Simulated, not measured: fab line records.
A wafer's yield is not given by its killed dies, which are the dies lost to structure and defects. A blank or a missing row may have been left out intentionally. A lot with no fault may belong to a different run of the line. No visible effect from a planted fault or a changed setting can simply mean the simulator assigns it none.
fab line records	flow n5-finfet
record: lots: 7	wafers: 21
route steps=1938 shown BEOL_M3@950 BEOL_M4@1047 BEOL_M5@1123
start-h: hours from the record's opening day to when the first of the lot's shown wafers began	wait-h: hours from the lot's prior step to this one	" repeats the value in the row above	L1.1+2: one row covering several wafers at once	- no value, or no start given	* or withheld: withheld	< > ~ a bound
route shown NAME@n: NAME is a module with steps in the file, n the number in the route of the first one	usual: the fault-free wafers' mean and standard deviation	same: alike in all rows	chamber/n: place in a boat	sites: each site's reading	_std_site: the standard deviation of these	_edge_site: the outer-site mean with the inner-site mean subtracted	radius-mm: how far each site lies from the wafer's centre	mask NAME#n: copy n	behind: tool/chamber where the wafer was last shaped	hold: the reason the lot was held/the length of the hold in hours/how it ended	device: the n, p or np transistor that did not switch	end of line: tests of these same wafers at the route's end	where a step has no rows: the recipe by itself	killed: count of dies lost to structure and defects at first sort (not the wafer's yield)	map: the dies of a wafer, with x for killed, . for not killed, _ for no die there
set.NAME: the setting the step ran with; set.NAME@STEP: the setting that earlier step ran with	model.NAME: the simulator's own value behind a step, which no gauge read
one table per step and one row per wafer, for lots whose settings were changed on purpose
== steps ==
step: N5_BEOL_M3_ETCH_64
recipe: chemistry: N2/H2	target: SOC	target-depth-a: 750	overetch-a: 150	mask-material: SiARC	temp-c: 40	time-s: 112.5	ion-energy-ev: 200	pressure-mtorr: 30	source-w: 840	bias-w: 150	n2-flow-sccm: 200	h2-flow-sccm: 200
lot.wafer	tool	chamber	start-h	wait-h	set.time-s	set.dose-mj@BEOL_M3_EXPOSE_08	model.SiARC_of_BEOL_M3_COAT_62.thk-nm	model.BEOL_M3.cd-offset-nm
L078.1	rie-diel-01	3	193.59	0.0	112.5	34.35	6.6	0.8
L078.3	"	1	"	"	112.5	34.35	7	1
L078.6	"	3	"	"	112.5	33	6.6	0
L083.1+2+6	rie-diel-04	3,1,3	210.95	0.0	112.5	33	6.8	0
L088.4	rie-diel-06	0	232.17	0.0	112.5	33.77	6.6	0.6
L088.5	"	0	"	"	94.36	33	7.6	-0.2
L088.6	"	1	"	"	112.5	33.77	6.8	0.6
L089.1	rie-diel-06	1	242.22	0.0	112.5	33	6.8	-0.2
L089.3+5	"	0	"	"	112.5	34.97	6.8	1.2
L093.1	rie-diel-06	0	281.19	0.0	99.58	33	7.4	-0.2
L093.3	"	1	"	"	99.58	33	7.4	-0.4
L093.6	"	2	"	"	112.5	33	6.6	0
L094.1	rie-diel-06	0	286.85	0.0	112.5	32.02	6.8	-0.6
L094.2	"	2	"	"	112.5	33	6.6	0
L094.5	"	2	"	"	123.7	33	6	0.4
L096.1	rie-diel-01	2	294.18	0.0	88.7	33	7.8	-0.4
L096.2	"	0	"	"	88.7	33	7.8	-0.2
L096.5	"	1	"	"	112.5	33	6.8	0.2
step: N5_BEOL_M3_STRIP_65
recipe: chemistry: N2/H2	temp-c: 40	n2-flow-sccm: 200	h2-flow-sccm: 200	rf-frequency-hz: 6e+07
step: N5_BEOL_M3_STRIP_75
recipe: chemistry: N2/H2	temp-c: 40	n2-flow-sccm: 200	h2-flow-sccm: 200	rf-frequency-hz: 6e+07
step: N5_BEOL_M3_STRIP_66
recipe: chemistry: CF4	resist: SiARC	power-w: 300	bias-power-w: 75	pressure-mtorr: 50	cf4-flow-sccm: 150	rf-frequency-hz: 6e+07
step: N5_BEOL_M3_HM_OPEN_17
recipe: chemistry: Cl2/BCl3	target-depth-a: 200	overetch-a: 60	target: TiN	mask-material: SOC	ion-energy-ev: 150	pressure-mtorr: 10	icp-w: 1000	bias-w: 126	Cl2_flow_sccm: 53.25	bcl3-flow-sccm: 21.75	Ar_flow_sccm: 25
lot.wafer	tool	chamber	start-h	wait-h	set.dose-mj@BEOL_M3_EXPOSE_08	set.time-s@BEOL_M3_ETCH_64	model.BEOL_M3.cd-offset-nm
L078.1	rie-metal-02	0	193.76	0.0	34.35	112.5	0.8
L078.3	"	0	"	"	34.35	112.5	1
L078.6	"	0	"	"	33	112.5	0
L083.1+2	rie-metal-02	1,0	211.12	0.0	33	112.5	0.2
L083.6	"	1	"	"	33	112.5	0
L088.4	rie-metal-03	0	232.37	0.1	33.77	112.5	0.8
L088.5	"	1	"	"	33	94.36	-0.2
L088.6	"	0	"	"	33.77	112.5	0.6
L089.1	rie-metal-01	0	242.38	0.0	33	112.5	0
L089.3	"	1	"	"	34.97	112.5	1.4
L089.5	"	0	"	"	34.97	112.5	1.2
L093.1	rie-metal-02	1	281.35	0.0	33	99.58	-0.2
L093.3	"	1	"	"	33	99.58	-0.4
L093.6	"	1	"	"	33	112.5	0
L094.1	rie-metal-02	1	287.02	0.0	32.02	112.5	-0.6
L094.2	"	1	"	"	33	112.5	0.2
L094.5	"	1	"	"	33	123.7	0.4
L096.1	rie-metal-02	1	294.34	0.0	33	88.7	-0.4
L096.2	"	1	"	"	33	88.7	-0.2
L096.5	"	1	"	"	33	112.5	0.2
step: N5_BEOL_M3_STRIP_19
recipe: chemistry: O2	power-w: 400	temp-c: 40	pressure-mtorr: 30	rf-frequency-hz: 6e+07	bias-power-w: 0	overash-fraction: 0.2	o2-flow-sccm: 225
step: N5_BEOL_M3_CD_MEAS_18
recipe: pitch-nm: 36	target-cd-nm: 18
usual: cd-nm: 18.13/0.23
lot.wafer	tool	chamber	start-h	wait-h	set.dose-mj@BEOL_M3_EXPOSE_08	cd-nm
L078.1	cd-sem-03	-	193.97	0.0	34.35	18.61
L078.3	"	-	"	"	34.35	18.98
L078.6	"	-	"	"	33	17.91
L083.1	cd-sem-02	-	211.30	0.0	33	18.49
L083.2	"	-	"	"	33	18.01
L083.6	"	-	"	"	33	17.76
L088.4	cd-sem-01	-	232.68	0.1	33.77	18.76
L088.5	"	-	"	"	33	17.54
L088.6	"	-	"	"	33.77	18.65
L089.1	cd-sem-03	-	242.65	0.0	33	17.89
L089.3	"	-	"	"	34.97	19.02
L089.5	"	-	"	"	34.97	19.29
L093.1	cd-sem-01	-	281.80	0.1	33	17.62
L093.3	"	-	"	"	33	17.68
L093.6	"	-	"	"	33	18.12
L094.1	cd-sem-01	-	287.29	0.0	32.02	17.24
L094.2	"	-	"	"	33	18.37
L094.5	"	-	"	"	33	18.21
L096.1	cd-sem-02	-	294.61	0.0	33	17.65
L096.2	"	-	"	"	33	17.67
L096.5	"	-	"	"	33	18.19
step: N5_BEOL_M3_COAT_67
recipe: resist: SOC	temp-c: 250	time-s: 60	spin-rpm: 1500	resist-thk-nm: 60
lot.wafer	tool	chamber	start-h	wait-h	set.spin-rpm	model.SOC_of_BEOL_M3_COAT_67.thk-nm
L078.1	litho-track-04	0	194.01	0.0	1598	58.2
L078.3+6	"	0	"	"	1500	60
L083.1+2	litho-track-03	0	211.33	0.0	1500	60.2
L083.6	"	0	"	"	1500	60.4
L088.4	litho-track-04	0	232.71	0.0	1500	60.2
L088.5	"	0	"	"	1500	60
L088.6	"	0	"	"	1500	60.4
L089.1+3+5	litho-track-02	0	242.69	0.0	1500	60.2
L093.1+6	litho-track-04	0	281.84	0.0	1333	63.6
L093.3	"	0	"	"	1500	60
L094.1	litho-track-04	0	287.32	0.0	1500	60.2
L094.2+5	"	0	"	"	1500	60
L096.1	litho-track-03	0	294.65	0.0	1500	60
L096.2	"	0	"	"	1650	57.4
L096.5	"	0	"	"	1500	60.2
step: N5_BEOL_M3_COAT_76
recipe: resist: underlayer	temp-c: 205	time-s: 60	spin-rpm: 1500	resist-thk-nm: 5
lot.wafer	tool	chamber	start-h	wait-h	set.spin-rpm
L078.1+3+6	litho-track-04	0	-	-	1500
L083.1+2+6	litho-track-03	0	-	-	1500
L088.4	litho-track-04	0	-	-	1500
L088.5+6	"	0	"	"	1624
L089.1+3	litho-track-02	0	-	-	1500
L089.5	"	0	"	"	1436
L093.1+3+6	litho-track-04	0	-	-	1500
L094.1+5	litho-track-04	0	-	-	1580
L094.2	"	0	"	"	1500
L096.1+2	litho-track-03	0	-	-	1652
L096.5	"	0	"	"	1500
step: N5_BEOL_M3_COAT_22
recipe: resist: CAR-EUV	spin-rpm: 1500	resist-thk-nm: 30
step: N5_BEOL_M3_EBR_24
recipe: solvent: PGMEA	ebr-width-mm: 1.5
step: N5_BEOL_M3_DESCUM_33
recipe: chemistry: O2	time-s: 7	source-power-w: 50	bias-power-w: 20	pressure-mtorr: 20	rf-frequency-hz: 2.712e+07	temp-c: 40	resist: CAR-EUV	o2-flow-sccm: 225
step: N5_BEOL_M3_ETCH_77
recipe: chemistry: N2/H2	target: underlayer	target-depth-a: 65	mask-material: CAR-EUV	time-s: 5.2	ion-energy-ev: 200	pressure-mtorr: 30	source-w: 840	bias-w: 150	n2-flow-sccm: 200	h2-flow-sccm: 200	ends: cleared
lot.wafer	tool	chamber	start-h	wait-h	set.spin-rpm@BEOL_M3_COAT_76	model.etch.depth-nm
L078.1	rie-diel-01	0	194.85	0.0	1500	5.028
L078.3	"	3	"	"	1500	5.014
L078.6	"	0	"	"	1500	5.015
L083.1	rie-diel-01	2	212.09	0.0	1500	5.002
L083.2	"	3	"	"	1500	5.005
L083.6	"	1	"	"	1500	5.024
L088.4	rie-diel-06	2	233.15	0.0	1500	5.027
L088.5	"	1	"	"	1624	4.832
L088.6	"	2	"	"	1624	4.827
L089.1	rie-diel-06	0	243.13	0.0	1500	5.02
L089.3	"	1	"	"	1500	5.015
L089.5	"	1	"	"	1436	5.129
L093.1	rie-diel-01	1	282.40	0.0	1500	4.989
L093.3	"	0	"	"	1500	4.972
L093.6	"	3	"	"	1500	4.986
L094.1	rie-diel-06	2	287.91	0.0	1580	4.85
L094.2	"	3	"	"	1500	4.988
L094.5	"	3	"	"	1580	4.87
L096.1	rie-diel-06	0	295.22	0.0	1652	4.752
L096.2	"	3	"	"	1652	4.758
L096.5	"	3	"	"	1500	4.998
step: N5_BEOL_M3_ETCH_69
recipe: chemistry: CF4	target: SiARC	target-depth-a: 156	mask-material: CAR-EUV	time-s: 26	ion-energy-ev: 80	pressure-mtorr: 40	source-w: 545	bias-w: 36	Ar_flow_sccm: 100	cf4-flow-sccm: 100	ends: cleared
step: N5_BEOL_M3_ALD_98
recipe: material: SiO2	target-thk-a: 25	temp-c: 100	ald-precursor-family: BDEAS	ald-co-reactant: O2-plasma	pulse-time-s: 1	co-reactant-pulse-time-s: 1	purge-time-s: 2	co-reactant-purge-time-s: 2	ald-cycles: 17	pressure-torr: 2
step: N5_BEOL_M3_ETCHBACK_99
recipe: chemistry: CHF3	target: SiO2	target-depth-a: 50	time-s: 10.4	source-w: 215	bias-w: 47	Ar_flow_sccm: 200	CHF3_flow_sccm: 12	ion-energy-ev: 100	pressure-mtorr: 30
step: N5_BEOL_M3_ETCH_70
recipe: chemistry: N2/H2	target: SOC	target-depth-a: 800	overetch-a: 160	mask-material: SiARC	temp-c: 40	time-s: 120	ion-energy-ev: 200	pressure-mtorr: 30	source-w: 840	bias-w: 150	n2-flow-sccm: 200	h2-flow-sccm: 200
lot.wafer	tool	chamber	start-h	wait-h	set.spin-rpm@BEOL_M3_COAT_67	model.etch.depth-nm
L078.1	rie-diel-06	2	200.03	0.0	1598	58.2
L078.3	"	3	"	"	1500	59.91
L078.6	"	1	"	"	1500	60.05
L083.1	rie-diel-01	1	224.78	0.0	1500	60.14
L083.2	"	3	"	"	1500	60.12
L083.6	"	2	"	"	1500	60.35
L088.4	rie-diel-01	1	249.51	0.0	1500	60.2
L088.5	"	0	"	"	1500	60
L088.6	"	3	"	"	1500	60.4
L089.1	rie-diel-01	1	256.22	0.0	1500	60.2
L089.3	"	0	"	"	1500	60.15
L089.5	"	3	"	"	1500	60.1
L093.1	rie-diel-04	0	291.63	0.0	1333	63.6
L093.3	"	3	"	"	1500	59.96
L093.6	"	0	"	"	1333	63.57
L094.1	rie-diel-06	3	291.67	0.0	1500	60.13
L094.2	"	0	"	"	1500	59.98
L094.5	"	3	"	"	1500	60.08
L096.1	rie-diel-04	1	297.22	0.0	1500	59.97
L096.2	"	2	"	"	1650	57.43
L096.5	"	2	"	"	1500	60.21
step: N5_BEOL_M3_STRIP_71
recipe: chemistry: N2/H2	temp-c: 40	n2-flow-sccm: 200	h2-flow-sccm: 200	rf-frequency-hz: 6e+07
step: N5_BEOL_M3_STRIP_78
recipe: chemistry: N2/H2	temp-c: 40	n2-flow-sccm: 200	h2-flow-sccm: 200	rf-frequency-hz: 6e+07
step: N5_BEOL_M3_PRECLEAN_42
recipe: chemistry: residue-remover	time-s: 60	temp-c: 40
step: N5_BEOL_M3_SRD_43
recipe: time-s: 30	temp-c: 23	rinse-liquid: diw	dry: ipa-marangoni
step: N5_BEOL_M3_CD_MEAS_35
recipe: target-cd-nm: 18	target-cd-y-nm: 21	polarity: opening
usual: cd-nm: 18.2/0.3
lot.wafer	tool	chamber	start-h	wait-h	set.dose-mj@BEOL_M3_EXPOSE_08	cd-nm
L078.1	cd-sem-03	-	200.53	0.0	34.35	18.9
L078.3	"	-	"	"	34.35	18.6
L078.6	"	-	"	"	33	18.0
L083.1	cd-sem-02	-	225.29	0.0	33	17.5
L083.2	"	-	"	"	33	17.7
L083.6	"	-	"	"	33	17.7
L088.4	cd-sem-03	-	250.00	0.0	33.77	18.9
L088.5	"	-	"	"	33	17.9
L088.6	"	-	"	"	33.77	18.8
L089.1	cd-sem-03	-	256.74	0.0	33	17.6
L089.3	"	-	"	"	34.97	19.3
L089.5	"	-	"	"	34.97	19.4
L093.1	cd-sem-01	-	292.14	0.0	33	17.6
L093.3	"	-	"	"	33	17.5
L093.6	"	-	"	"	33	18.0
L094.1	cd-sem-02	-	292.18	0.0	32.02	17.2
L094.2	"	-	"	"	33	18.2
L094.5	"	-	"	"	33	18.3
L096.1	cd-sem-03	-	297.72	0.0	33	17.6
L096.2	"	-	"	"	33	17.7
L096.5	"	-	"	"	33	18.1
step: N5_BEOL_M4_COAT_67
recipe: resist: SOC	temp-c: 250	time-s: 60	spin-rpm: 1500	resist-thk-nm: 60
lot.wafer	tool	chamber	start-h	wait-h	set.spin-rpm	model.SOC_of_BEOL_M4_COAT_67.thk-nm
L078.1	litho-track-05	0	209.73	0.0	1500	60
L078.3	"	0	"	"	1403	61.8
L078.6	"	0	"	"	1500	60.2
L083.1+2+6	litho-track-01	0	230.81	0.0	1500	60
L088.4	litho-track-02	0	257.40	0.0	1379	62.4
L088.5+6	"	0	"	"	1500	60
L089.1	litho-track-01	0	263.59	0.0	1500	59.8
L089.3	"	0	"	"	1668	56.8
L089.5	"	0	"	"	1500	60
L093.1	litho-track-05	0	298.13	0.0	1609	58
L093.3	"	0	"	"	1500	60
L093.6	"	0	"	"	1500	59.8
L094.1	litho-track-01	0	298.91	0.0	1500	60.2
L094.2+5	"	0	"	"	1500	60
L096.1	litho-track-01	0	306.81	0.0	1500	60
L096.2	"	0	"	"	1635	57.4
L096.5	"	0	"	"	1635	57.6
step: N5_BEOL_M4_EXPOSE_25
recipe: mask-id: V3	na: 0.33	source-shape: quasar	sigma-inner: 0.2	sigma-outer: 0.8	polarization: unpolarized	defocus-nm: 5	dose-mj: 63
lot.wafer	tool	chamber	start-h	wait-h	mask	set.dose-mj
L078.1+3	euv-scanner-01	0	210.00	-	V3#0	66.37
L078.6	"	0	"	"	V3#0	63
L083.1+2+6	euv-scanner-02	0	231.08	-	V3#0	63
L088.4+5	euv-scanner-01	0	257.56	-	V3#0	65.63
L088.6	"	0	"	"	V3#0	63
L089.1+3	euv-scanner-01	0	263.73	-	V3#0	63
L089.5	"	0	"	"	V3#0	65.93
L093.1	euv-scanner-02	0	298.26	-	V3#0	64.95
L093.3+6	"	0	"	"	V3#0	63
L094.1+2+5	euv-scanner-02	0	299.05	-	V3#0	63
L096.1+2+5	euv-scanner-02	0	307.07	-	V3#0	63
step: N5_BEOL_M4_PEB_26
recipe: peb-temp-c: 100	peb-time-s: 60	resist: CAR-EUV
step: N5_BEOL_M4_DEVELOP_27
recipe: develop-time-s: 30	developer: TMAH	resist: CAR-EUV	rinse-liquid: surfactant-rinse	dry: air-spin	dev-temp-c: 23
step: N5_BEOL_M4_CD_MEAS_28
recipe: target-cd-nm: 26.2	landing-energy-ev: 500	detector: se-inlens	target-cd-y-nm: 24.1	polarity: opening
usual: cd-nm: 26.17/0.23
lot.wafer	tool	chamber	start-h	wait-h	set.dose-mj@BEOL_M4_EXPOSE_25	cd-nm
L078.1	cd-sem-03	0	210.14	-	66.37	27.19
L078.3	"	0	"	"	66.37	27.02
L078.6	"	0	"	"	63	26.50
L083.1	cd-sem-03	0	231.22	-	63	26.12
L083.2	"	0	"	"	63	26.29
L083.6	"	0	"	"	63	26.07
L088.4	cd-sem-03	0	257.68	-	65.63	27.06
L088.5	"	0	"	"	65.63	27.35
L088.6	"	0	"	"	63	26.12
L089.1	cd-sem-01	0	263.88	-	63	26.11
L089.3	"	0	"	"	63	25.70
L089.5	"	0	"	"	65.93	26.57
L093.1	cd-sem-03	0	298.41	-	64.95	26.86
L093.3	"	0	"	"	63	25.91
L093.6	"	0	"	"	63	26.04
L094.1	cd-sem-01	0	299.19	-	63	25.76
L094.2	"	0	"	"	63	26.10
L094.5	"	0	"	"	63	25.84
L096.1	cd-sem-02	0	307.22	-	63	26.18
L096.2	"	0	"	"	63	26.05
L096.5	"	0	"	"	63	26.30
step: N5_BEOL_M4_ALD_98
recipe: material: SiO2	target-thk-a: 25	temp-c: 100	ald-precursor-family: BDEAS	ald-co-reactant: O2-plasma	pulse-time-s: 1	co-reactant-pulse-time-s: 1	purge-time-s: 2	co-reactant-purge-time-s: 2	ald-cycles: 17	pressure-torr: 2
step: N5_BEOL_M4_ETCHBACK_99
recipe: chemistry: CHF3	target: SiO2	target-depth-a: 50	time-s: 10.4	source-w: 215	bias-w: 47	Ar_flow_sccm: 200	CHF3_flow_sccm: 12	ion-energy-ev: 100	pressure-mtorr: 30
step: N5_BEOL_M4_ETCH_70
recipe: chemistry: N2/H2	target: SOC	target-depth-a: 800	overetch-a: 240	mask-material: SiARC	temp-c: 40	time-s: 130	ion-energy-ev: 200	pressure-mtorr: 30	source-w: 840	bias-w: 150	n2-flow-sccm: 200	h2-flow-sccm: 200
lot.wafer	tool	chamber	start-h	wait-h	set.spin-rpm@BEOL_M4_COAT_67	model.etch.depth-nm
L078.1	rie-diel-02	2	216.74	0.0	1500	60.07
L078.3	"	0	"	"	1403	61.9
L078.6	"	1	"	"	1500	60.1
L083.1	rie-diel-03	0	244.76	0.0	1500	60.04
L083.2	"	2	"	"	1500	59.95
L083.6	"	1	"	"	1500	60
L088.4	rie-diel-03	2	273.90	0.0	1379	62.47
L088.5	"	0	"	"	1500	60.05
L088.6	"	1	"	"	1500	60.1
L089.1	rie-diel-03	3	276.07	0.0	1500	59.84
L089.3	"	0	"	"	1668	56.74
L089.5	"	3	"	"	1500	59.91
L093.1	rie-diel-02	1	306.23	0.0	1609	57.92
L093.3	"	2	"	"	1500	59.95
L093.6	"	1	"	"	1500	59.82
L094.1	rie-diel-02	3	310.34	0.0	1500	60.14
L094.2	"	0	"	"	1500	60.03
L094.5	"	1	"	"	1500	60.06
L096.1	rie-diel-02	1	322.73	0.0	1500	60.02
L096.2	"	2	"	"	1635	57.35
L096.5	"	0	"	"	1635	57.51
step: N5_BEOL_M5_EXPOSE_08
recipe: mask-id: M5	na: 0.33	source-shape: annular	sigma-inner: 0.4	sigma-outer: 0.8	polarization: unpolarized	target-cd-nm: 28	dose-mj: 35.75
lot.wafer	tool	chamber	start-h	wait-h	mask	set.dose-mj
L078.1+3+6	euv-scanner-01	0	224.92	-	M5#0	35.75
L083.1+2+6	euv-scanner-01	0	253.32	-	M5#0	35.75
L088.4+5	euv-scanner-02	0	281.20	-	M5#0	35.75
L088.6	"	0	"	"	M5#0	34.46
L089.1+3+5	euv-scanner-01	0	286.04	-	M5#0	35.75
L093.1+3+6	euv-scanner-02	0	313.27	-	M5#0	35.75
L094.1+2+5	euv-scanner-02	0	317.24	-	M5#0	35.75
L096.1	euv-scanner-02	0	331.92	-	M5#0	36.84
L096.2+5	"	0	"	"	M5#0	35.75
step: N5_BEOL_M5_PEB_09
recipe: peb-temp-c: 100	peb-time-s: 60	resist: CAR-EUV
step: N5_BEOL_M5_DEVELOP_10
recipe: develop-time-s: 30	developer: TMAH	resist: CAR-EUV	rinse-liquid: surfactant-rinse	dry: air-spin	dev-temp-c: 23
step: N5_BEOL_M5_DESCUM_16
recipe: chemistry: O2	time-s: 7	source-power-w: 50	bias-power-w: 20	pressure-mtorr: 20	rf-frequency-hz: 2.712e+07	temp-c: 40	resist: CAR-EUV	o2-flow-sccm: 225
lot.wafer	tool	chamber	start-h	wait-h	set.dose-mj@BEOL_M5_EXPOSE_08	model.BEOL_M5.cd-nm
L078.1+3	rie-diel-06	1,0	225.51	0.4	35.75	27.8
L078.6	"	1	"	"	35.75	28
L083.1+2+6	rie-diel-06	2,1,3	253.57	0.0	35.75	28
L088.4	rie-diel-01	3	281.52	0.1	35.75	28
L088.5	"	0	"	"	35.75	28.2
L088.6	"	3	"	"	34.46	27.4
L089.1+5	rie-diel-01	0,1	286.38	0.1	35.75	28.2
L089.3	"	3	"	"	35.75	28.4
L093.1+3	rie-diel-01	3,2	313.52	0.0	35.75	28.2
L093.6	"	0	"	"	35.75	28
L094.1+2	rie-diel-06	3,0	317.50	0.0	35.75	28
L094.5	"	2	"	"	35.75	28.2
L096.1	rie-diel-04	0	332.18	0.0	36.84	28.8
L096.2+5	"	3,0	"	"	35.75	28
== key ==
split: step: N5_BEOL_M3_ETCH_64	setting: time-s	stated: 112.5	by: wafer
response: step: N5_BEOL_M3_ETCH_64	reading: model.SiARC_of_BEOL_M3_COAT_62.thk-nm	change: -0.0552	per: 1%	r: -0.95
response: step: N5_BEOL_M3_ETCH_64	reading: model.BEOL_M3.cd-offset-nm	slope: +0.0235	per: 1%	together-with: dose-mj@BEOL_M3_EXPOSE_08	explained: 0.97
response: step: N5_BEOL_M3_HM_OPEN_17	reading: model.BEOL_M3.cd-offset-nm	slope: +0.0242	per: 1%	together-with: dose-mj@BEOL_M3_EXPOSE_08	explained: 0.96
split: step: N5_BEOL_M3_COAT_67	setting: spin-rpm	stated: 1500	by: wafer
response: step: N5_BEOL_M3_COAT_67	reading: model.SOC_of_BEOL_M3_COAT_67.thk-nm	change: -0.296	per: 1%	r: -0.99
response: step: N5_BEOL_M3_ETCH_70	reading: model.etch.depth-nm	change: -0.295	per: 1%	r: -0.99
split: step: N5_BEOL_M3_COAT_76	setting: spin-rpm	stated: 1500	by: wafer
response: step: N5_BEOL_M3_ETCH_77	reading: model.etch.depth-nm	change: -0.0241	per: 1%	r: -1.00
split: step: N5_BEOL_M4_COAT_67	setting: spin-rpm	stated: 1500	by: wafer
response: step: N5_BEOL_M4_COAT_67	reading: model.SOC_of_BEOL_M4_COAT_67.thk-nm	change: -0.277	per: 1%	r: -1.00
response: step: N5_BEOL_M4_ETCH_70	reading: model.etch.depth-nm	change: -0.283	per: 1%	r: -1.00
split: step: N5_BEOL_M4_EXPOSE_25	setting: dose-mj	stated: 63	by: wafer
response: step: N5_BEOL_M4_CD_MEAS_28	reading: cd-nm	change: +0.176	per: 1%	r: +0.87
split: step: N5_BEOL_M5_EXPOSE_08	setting: dose-mj	stated: 35.75	by: wafer
response: step: N5_BEOL_M5_DESCUM_16	reading: model.BEOL_M5.cd-nm	change: +0.222	per: 1%	r: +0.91
split outside-this-file step=N5_BEOL_M3_EXPOSE_08 setting=dose-mj
split outside-this-file: this setting was split too, and the file shows its column; the key of that split is in another file
